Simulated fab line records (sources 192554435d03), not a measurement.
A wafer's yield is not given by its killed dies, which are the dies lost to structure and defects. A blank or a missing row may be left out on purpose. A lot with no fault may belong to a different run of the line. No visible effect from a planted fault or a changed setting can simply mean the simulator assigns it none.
fab line records    flow n5Finfet
[record] lots = 12  wafers = 35  lastDay = 16
route steps=1938 shown BEOL_M11@1581 PASSIVATION@1936
lots with no fault: from the same line, run without faults
startH: hours from the record's first day to the start of the lot's first wafer shown    waitH: hours since the lot's step before    " repeats the value in the row above    L1.1+2: a single row standing in for several wafers    - no value, or no start given    * or withheld: withheld    < > ~ a bound
route shown NAME@n: NAME is a module with steps in the file, n the number in the route of the first one    usual: average and standard deviation across the fault-free wafers    same: alike in all rows    chamber/n: place in a boat    sites: each site's reading    _std_site: standard deviation of those values    _edge_site: mean of outer sites minus mean of inner sites    radiusMm: how far each site lies from the wafer's centre    mask NAME#n: copy n    behind: the last tool/chamber to shape the wafer    hold: the reason the lot was held/the length of the hold in hours/how it ended    device: the n, p or np transistor that did not switch    end of line: the same wafers' tests at the end of the route    a step with no rows: only its recipe    killed: dies that structure and defects cost at the first sort, which is not the same as the wafer's yield    map: per-die view of a wafer (x killed, . not killed, _ where there is no die)
set.NAME: the run value of the setting; set.NAME@STEP: its run value at that earlier step    model.NAME: the simulator's own value behind a step, which no gauge read
the route's steps for a sample of lots (tables are steps, rows are wafers)
services: from which hour (startH, from the record's first day; less than 0 if before it) a tool's chamber was out of use, for how many hours, and why
[[steps]]
[step N5_BEOL_M11_OCD_MEAS_38]
[usual] trenchDepthNm = 149.5/2
lot.wafer  tool    chamber  startH  waitH  trenchDepthNm
L931.2     ocd-01  -        232.83  -      150.4
L931.3     "       -        "       "      151.9
L931.5     "       -        "       "      152.7
L932.2     ocd-02  -        245.52  -      146.7
L932.3     "       -        "       "      149.7
L932.4     "       -        "       "      148.2
L934.1     ocd-02  -        253.80  -      148.1
L934.2     "       -        "       "      146.0
L934.3     "       -        "       "      150.2
L936.1     ocd-02  -        263.59  -      148.4
L936.4     "       -        "       "      148.3
L936.5     "       -        "       "      147.5
L937.2     ocd-02  -        268.29  -      150.7
L937.3     "       -        "       "      147.6
L937.6     "       -        "       "      149.2
L938.1     ocd-02  -        277.45  -      152.2
L938.3     "       -        "       "      153.0
L938.6     "       -        "       "      153.1
L940.1     ocd-01  -        283.83  -      149.1
L940.2     "       -        "       "      150.7
L940.6     "       -        "       "      151.2
L942.1     ocd-02  -        312.00  -      150.6
L942.2     "       -        "       "      150.3
L942.3     "       -        "       "      151.4
L944.3     ocd-01  -        319.06  -      150.0
L944.4     "       -        "       "      147.5
L944.5     "       -        "       "      148.7
L948.2     ocd-02  -        319.23  -      149.5
L948.3     "       -        "       "      146.4
L948.6     "       -        "       "      147.4
L947.3     ocd-01  -        324.73  -      148.2
L947.4     "       -        "       "      150.3
L951.1     ocd-02  -        350.20  -      153.0
L951.2     "       -        "       "      150.9
L951.4     "       -        "       "      150.6
[step N5_BEOL_M11_PRE_CLEAN_45]
[recipe] gas = H2/He  timeS = 30  tempC = 250
[usual] heaterPowerW = 323/42
lot.wafer  tool           chamber  startH  waitH  heaterPowerW
L931.2     pvdSputter-01  -        234.18  0.0    316
L931.3     "              -        "       "      341
L931.5     "              -        "       "      321
L932.2     pvdSputter-03  -        246.17  0.0    275
L932.3     "              -        "       "      279
L932.4     "              -        "       "      388
L934.1     pvdSputter-02  -        254.46  0.0    356
L934.2     "              -        "       "      381
L934.3     "              -        "       "      293
L936.1     pvdSputter-02  -        264.98  0.0    285
L936.4     "              -        "       "      270
L936.5     "              -        "       "      386
L937.2     pvdSputter-02  -        270.85  0.0    291
L937.3     "              -        "       "      380
L937.6     "              -        "       "      286
L938.1     pvdSputter-03  -        278.20  0.0    268
L938.3     "              -        "       "      377
L938.6     "              -        "       "      277
L940.1     pvdSputter-03  -        284.74  0.0    274
L940.2     "              -        "       "      351
L940.6     "              -        "       "      265
L942.1     pvdSputter-02  -        314.91  0.0    269
L942.2     "              -        "       "      293
L942.3     "              -        "       "      382
L944.3     pvdSputter-02  -        320.07  0.0    274
L944.4     "              -        "       "      379
L944.5     "              -        "       "      291
L948.2     pvdSputter-02  -        320.59  0.0    346
L948.3     "              -        "       "      380
L948.6     "              -        "       "      359
L947.3     pvdSputter-02  -        328.85  1.3    384
L947.4     "              -        "       "      356
L951.1     pvdSputter-03  -        350.95  0.0    345
L951.2     "              -        "       "      377
L951.4     "              -        "       "      269
[step N5_BEOL_M11_SPUTTER_48]
[recipe] material = Cu  targetThkA = 120  tempC = -20  biasV = 60  powerW = 26000  chamberPressurePa = 0.13  timeS = 2
[usual] chuckSensorTempC = -16.0/0.49  throttleValvePct = 30.1/0.63
lot.wafer  tool           chamber  startH  waitH  chuckSensorTempC  throttleValvePct
L931.2     pvdSputter-02  -        235.96  0.1    -15.4             30.1
L931.3     "              -        "       "      -16.5             30.0
L931.5     "              -        "       "      -15.3             30.5
L932.2     pvdSputter-01  -        246.81  0.1    -16.1             30.6
L932.3     "              -        "       "      -15.8             30.5
L932.4     "              -        "       "      -16.5             29.9
L934.1     pvdSputter-02  -        255.16  0.1    -16.4             30.2
L934.2     "              -        "       "      -15.6             30.2
L934.3     "              -        "       "      -16.3             30.9
L936.1     pvdSputter-02  -        265.84  0.2    -15.4             30.3
L936.4     "              -        "       "      -16.1             30.8
L936.5     "              -        "       "      -15.4             30.4
L937.2     pvdSputter-02  -        271.69  0.1    -16.2             30.8
L937.3     "              -        "       "      -16.4             29.9
L937.6     "              -        "       "      -16.5             29.8
L938.1     pvdSputter-03  -        278.77  0.1    -16.7             30.7
L938.3     "              -        "       "      -15.3             30.6
L938.6     "              -        "       "      -15.7             28.9
L940.1     pvdSputter-03  -        285.27  0.1    -15.7             28.6
L940.2     "              -        "       "      -16.9             30.7
L940.6     "              -        "       "      -15.4             30.0
L942.1     pvdSputter-02  -        315.77  0.1    -16.5             30.0
L942.2     "              -        "       "      -16.3             29.1
L942.3     "              -        "       "      -15.3             30.1
L944.3     pvdSputter-02  -        321.09  0.2    -16.5             30.1
L944.4     "              -        "       "      -15.5             30.2
L944.5     "              -        "       "      -16.1             31.0
L948.2     pvdSputter-02  -        321.27  0.1    -16.4             29.3
L948.3     "              -        "       "      -16.0             30.9
L948.6     "              -        "       "      -16.3             29.2
L947.3     pvdSputter-03  -        329.38  0.1    -17.0             30.9
L947.4     "              -        "       "      -16.7             30.7
L951.1     pvdSputter-03  -        351.69  0.1    -15.5             30.1
L951.2     "              -        "       "      -15.9             28.9
L951.4     "              -        "       "      -15.2             30.7
[step N5_BEOL_M11_ECD_50]
[recipe] material = Cu  targetThkA = 3180
lot.wafer   tool      chamber  startH  waitH
L931.2+3+5  ecdCu-01  1,0,0    236.08  0.1
L932.2+3+4  ecdCu-01  0,0,1    246.95  0.1
L934.1+2+3  ecdCu-02  1,0,0    255.27  0.1
L936.1+4+5  ecdCu-02  0,1,0    265.96  0.1
L937.2+3+6  ecdCu-02  1,0,0    271.81  0.1
L938.1+3+6  ecdCu-01  1,0,1    278.89  0.1
L940.1+2+6  ecdCu-01  0,1,0    285.39  0.1
L942.1+2+3  ecdCu-01  0,1,0    315.89  0.1
L944.3+4+5  ecdCu-02  1,0,0    321.23  0.1
L948.2+3+6  ecdCu-01  0,1,1    321.38  0.1
L947.3+4    ecdCu-02  0,1      329.53  0.1
L951.1+2+4  ecdCu-01  0,1,0    351.81  0.1
[step N5_BEOL_M11_CMP_52]
[recipe] stopOn = SiCOH_lowk  tOverpolishS = 7  downForcePsi = 1  platenRpm = 50  clearingPlatenDownForcePsi = 1.5  clearingPlatenRpm = 50  postCmpClean = cuAlkaline  targetThkNm = 140  clearingPlatenPadVelocityMS = 0.99484  padVelocityMS = 0.99484
[usual] motorCurrentA = 6.1/0.68  padLifeWafers = 854/400  timeToEndpointS = 66/3.7
lot.wafer  tool    chamber  startH  waitH  motorCurrentA  padLifeWafers  timeToEndpointS
L931.3     cmp-04  1        236.56  0.2    6.1            49             65
L931.2     "       2        "       "      5.8            50             66
L931.5     "       1        "       "      6.2            -              64
L932.4     cmp-02  1        247.43  0.1    6.3            810            69
L932.2     "       2        "       "      6.5            811            71
L932.3     "       0        "       "      5.8            813            68
L934.1     cmp-02  3        255.79  0.3    5.5            882            64
L934.3     "       0        "       "      5.8            883            69
L934.2     "       1        "       "      5.8            884            68
L936.1     cmp-02  2        266.37  0.3    6.0            972            72
L936.4     "       1        "       "      6.4            975            69
L936.5     "       3        "       "      5.4            -              66
L937.3     cmp-04  2        272.25  0.2    5.5            343            63
L937.2     "       0        "       "      5.3            345            63
L937.6     "       1        "       "      6.0            -              59
L938.3     cmp-03  2        279.67  0.2    6.7            433            60
L938.1     "       0        "       "      6.2            435            66
L938.6     "       1        "       "      7.2            -              70
L940.2     cmp-04  3        285.80  0.2    4.9            462            63
L940.1     "       1        "       "      6.0            464            63
L940.6     "       0        "       "      5.5            -              68
L942.2     cmp-03  1        316.79  0.4    7.0            744            70
L942.3     "       2        "       "      7.2            745            61
L942.1     "       0        "       "      6.1            747            62
L944.3     cmp-03  2        321.65  0.2    6.4            793            61
L944.4     "       3        "       "      6.9            794            53
L944.5     "       1        "       "      7.1            -              58
L948.2     cmp-02  2        321.83  0.2    6.2            1399           68
L948.3     "       3        "       "      5.2            1400           64
L948.6     "       2        "       "      6.3            -              68
L947.3     cmp-03  3        329.95  0.2    7.0            859            49
L947.4     "       0        "       "      6.1            860            63
L951.2     cmp-04  0        352.25  0.2    5.4            990            60
L951.1     "       1        "       "      5.8            991            60
L951.4     "       3        "       "      4.5            993            62
[step N5_PASSIVATION_PROBE_49]
[usual] defectLimitedYield = 91.4/1.5  killed_at_M0_to_M3 = 34/12  killed_at_M4_up = 12/4.9  killedAtContacts = 13/7.2  killedAtFrontEnd = 39/12  killedAtOther = 3.7/2.9  killedDies = 101/18  killedOpen = 67/14  killedShort = 33/7.2  sort_bin_5_function = 5.1/0.97  sort_bin_6_memory = 3.2/0.67  sortNPass = 1079/17  sortYieldPct = 91.4/1.5
[same] grossDies = 1180  killedAtBackSide = 0  sort_bin_4_leakage[%] = 0  sort_bin_8_speed[%] = 0
lot.wafer  tool       chamber  startH  waitH  defectLimitedYield[%]  killed_at_M0_to_M3  killed_at_M4_up  killedAtContacts  killedAtFrontEnd  killedAtOther  killedDies  killedOpen  killedShort  sort_bin_5_function[%]  sort_bin_6_memory[%]  sortNPass  sortYieldPct[%]
L937.2     prober-01  -        309.12  0.1    90.6                   46                  10               5                 47                3              111         68          43           5.3                     3.6                   1069       90.6
L937.3     prober-01  -        309.17  0.1    91.7                   38                  8                10                41                1              98          62          36           4.9                     3.1                   1082       91.7
L937.6     prober-01  -        309.32  0.3    91.2                   35                  11               11                44                3              104         67          37           4.7                     3.9                   1076       91.2
L942.1     prober-02  -        356.61  0.0    93.0                   24                  20               4                 35                0              83          58          24           4.1                     2.6                   1097       93.0
L942.2     prober-02  -        356.66  0.1    90.0                   38                  14               18                44                4              118         76          39           6.3                     3.4                   1062       90.0
L942.3     prober-02  -        356.71  0.1    92.8                   17                  19               17                28                4              85          60          25           3.8                     3.0                   1095       92.8
L948.2     prober-01  -        363.49  0.1    91.9                   33                  12               8                 41                2              96          58          33           4.7                     3.4                   1084       91.9
L948.3     prober-01  -        363.54  0.1    92.5                   25                  11               7                 44                1              88          47          33           5.0                     2.2                   1092       92.5
L948.6     prober-01  -        363.69  0.3    89.7                   52                  10               6                 50                4              122         78          41           5.8                     3.9                   1058       89.7
L944.4     prober-01  -        364.44  0.2    92.5                   32                  21               3                 30                2              88          60          25           5.1                     2.2                   1092       92.5
L944.5     prober-01  -        364.49  0.2    91.3                   44                  11               2                 37                9              103         65          38           5.1                     3.0                   1077       91.3
L947.3     prober-02  -        367.41  0.1    91.6                   24                  11               25                35                4              99          73          26           5.5                     2.8                   1081       91.6
L947.4     prober-02  -        367.46  0.2    91.9                   27                  10               38                20                1              96          66          30           5.5                     2.5                   1084       91.9
// killed by level:class
L937.2 STI_FIN_REVEAL:geometricParticle:open=14 BEOL_M0_SAQP:geometricParticle:open=13 BEOL_M3:geometricParticle:open=10 FIN_SAQP:geometricParticle:short=7 FIN_SAQP:geometricParticle:open=6 BEOL_M0_SAQP:geometricParticle:short=6 GATE_CUT:geometricParticle:short=5 BEOL_M2:geometricParticle:short=5
L937.3 BEOL_M0_SAQP:geometricParticle:open=10 FIN_SAQP:geometricParticle:short=9 MOL_CONTACT_COAG:geometricParticle:open=8 STI_FIN_REVEAL:geometricParticle:open=7 BEOL_M3:geometricParticle:open=7 BEOL_M0_SAQP:geometricParticle:short=6 GATE_CUT:geometricParticle:short=5 FIN_SAQP:geometricParticle:open=4
L937.6 BEOL_M0_SAQP:geometricParticle:open=11 STI_FIN_REVEAL:geometricParticle:open=9 MOL_CONTACT_COAG:geometricParticle:open=9 GATE_CUT:geometricParticle:short=8 BEOL_M0_SAQP:geometricParticle:short=7 BEOL_M3:geometricParticle:open=6 FIN_SAQP:geometricParticle:open=5 BEOL_M4:geometricParticle:open=5
L942.1 BEOL_M1:geometricParticle:open=12 BEOL_M4:geometricParticle:open=11 FIN_SAQP:geometricParticle:open=8 GATE_CUT:geometricParticle:short=6 DUMMY_GATE:geometricParticle:open=5 BEOL_M0_SAQP:geometricParticle:short=5 FIN_SAQP:geometricParticle:short=4 STI_FIN_REVEAL:geometricParticle:open=4
L942.2 MOL_CONTACT_COAG:geometricParticle:open=13 BEOL_M0_SAQP:geometricParticle:short=13 BEOL_M4:geometricParticle:open=10 BEOL_M0_SAQP:geometricParticle:open=10 FIN_SAQP:geometricParticle:open=8 STI_FIN_REVEAL:geometricParticle:open=7 GATE_CUT:geometricParticle:short=6 BEOL_M1:geometricParticle:open=6
L942.3 MOL_CONTACT_COAG:geometricParticle:open=15 BEOL_M4:geometricParticle:open=10 STI_FIN_REVEAL:geometricParticle:open=9 GATE_CUT:geometricParticle:short=6 BEOL_M0_SAQP:geometricParticle:short=5 BEOL_M3:geometricParticle:open=5 GATE_CUT:geometricParticle:open=4 BEOL_M5:geometricParticle:open=4
L948.2 BEOL_M0_SAQP:geometricParticle:short=8 FIN_SAQP:geometricParticle:open=7 STI_FIN_REVEAL:geometricParticle:open=7 BEOL_M2:geometricParticle:open=7 BEOL_M0_SAQP:geometricParticle:open=6 BEOL_M1:geometricParticle:open=5 BEOL_M4:geometricParticle:open=5 MOL_CONTACT_COAG:geometricParticle:short=4
L948.3 STI_FIN_REVEAL:geometricParticle:open=11 FIN_SAQP:geometricParticle:open=9 FIN_SAQP:geometricParticle:short=8 BEOL_M0_SAQP:geometricParticle:short=7 MOL_CONTACT_COAG:geometricParticle:open=6 BEOL_M0_SAQP:geometricParticle:open=6 BEOL_M1:geometricParticle:short=4 STI_FIN_REVEAL:geometricParticle:short=3
L948.6 STI_FIN_REVEAL:geometricParticle:open=21 BEOL_M0_SAQP:geometricParticle:short=12 BEOL_M3:geometricParticle:open=12 BEOL_M0_SAQP:geometricParticle:open=10 BEOL_M1:geometricParticle:open=9 STI_FIN_REVEAL:geometricParticle:short=7 GATE_CUT:geometricParticle:short=7 GATE_CUT:geometricParticle:open=5
L944.4 BEOL_M2:geometricParticle:open=10 BEOL_M3:geometricParticle:open=8 BEOL_M5:geometricParticle:open=7 BEOL_M4:geometricParticle:open=6 FIN_SAQP:geometricParticle:short=4 FIN_SAQP:geometricParticle:open=4 STI_FIN_REVEAL:geometricParticle:open=4 BEOL_M0_SAQP:geometricParticle:short=4
L944.5 BEOL_M3:geometricParticle:open=13 STI_FIN_REVEAL:geometricParticle:open=11 BEOL_M0_SAQP:geometricParticle:short=10 BEOL_M0_SAQP:geometricParticle:open=7 FIN_SAQP:geometricParticle:short=5 STI_FIN_REVEAL:geometricParticle:short=5 BEOL_M2:geometricParticle:open=5 PASS1_CAP:geometricParticle:open=5
L947.3 MOL_CONTACT_COAG:geometricParticle:open=19 FIN_SAQP:geometricParticle:open=16 BEOL_M3:geometricParticle:open=7 BEOL_M4:geometricParticle:open=7 MOL_CONTACT_COAG:geometricParticle:short=6 BEOL_M0_SAQP:geometricParticle:short=6 FIN_SAQP:geometricParticle:short=5 DUMMY_GATE:geometricParticle:open=5
L947.4 MOL_CONTACT_COAG:geometricParticle:open=33 BEOL_M2:geometricParticle:open=8 MOL_CONTACT_COAG:geometricParticle:short=5 BEOL_M2:geometricParticle:short=4 BEOL_M3:geometricParticle:open=4 STI_FIN_REVEAL:geometricParticle:open=3 BEOL_M0_SAQP:geometricParticle:open=3 BEOL_M3:geometricParticle:short=3
[[services]]
tool      chamber  startH  hours  kind
cmp-03    -        217.92  4.0    pm
cmp-03    -        221.92  -      consumableReplace:conditioner
cmp-03    -        221.92  -      consumableReplace:pad
cmp-04    -        225.62  4.0    pm
cmp-04    -        229.62  -      consumableReplace:conditioner
cmp-04    -        229.62  -      consumableReplace:pad
ecdCu-02  -        244.27  4.9    repair
cmp-02    -        244.99  0.4    repair
cmp-03    -        245.88  0.4    repair
ecdCu-02  -        250.75  1.8    repair
ecdCu-01  -        261.91  2.2    repair
cmp-04    -        264.91  0.9    repair
cmp-02    -        300.87  5.9    repair
cmp-04    -        316.35  4.8    pm
ecdCu-02  -        337.42  2.4    repair
cmp-04    -        337.47  0.8    repair
[[key]]
[firstSign] step = N5_BEOL_M11_CMP_52  reading = timeToEndpointS  direction = down  sigmas = 3.2  usual = *  struck = *
effect none on later readings
metAt N5_BEOL_M11_ECD_50
struckLots L944,L947
struckWafers L944.4,L944.5,L947.3
notActingAt N5_BEOL_M11_OCD_MEAS_38,N5_BEOL_M11_PRE_CLEAN_45,N5_BEOL_M11_SPUTTER_48
onsetBetween 271.81 321.23
[fault] kind = processParameterDrift  tool = ecdCu-02  chamber = 0  onsetH = 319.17  steps = N5_BEOL_M11_ECD_50  channel = targetThkA  offset = *  shape = step  actsIn = *  stated = *
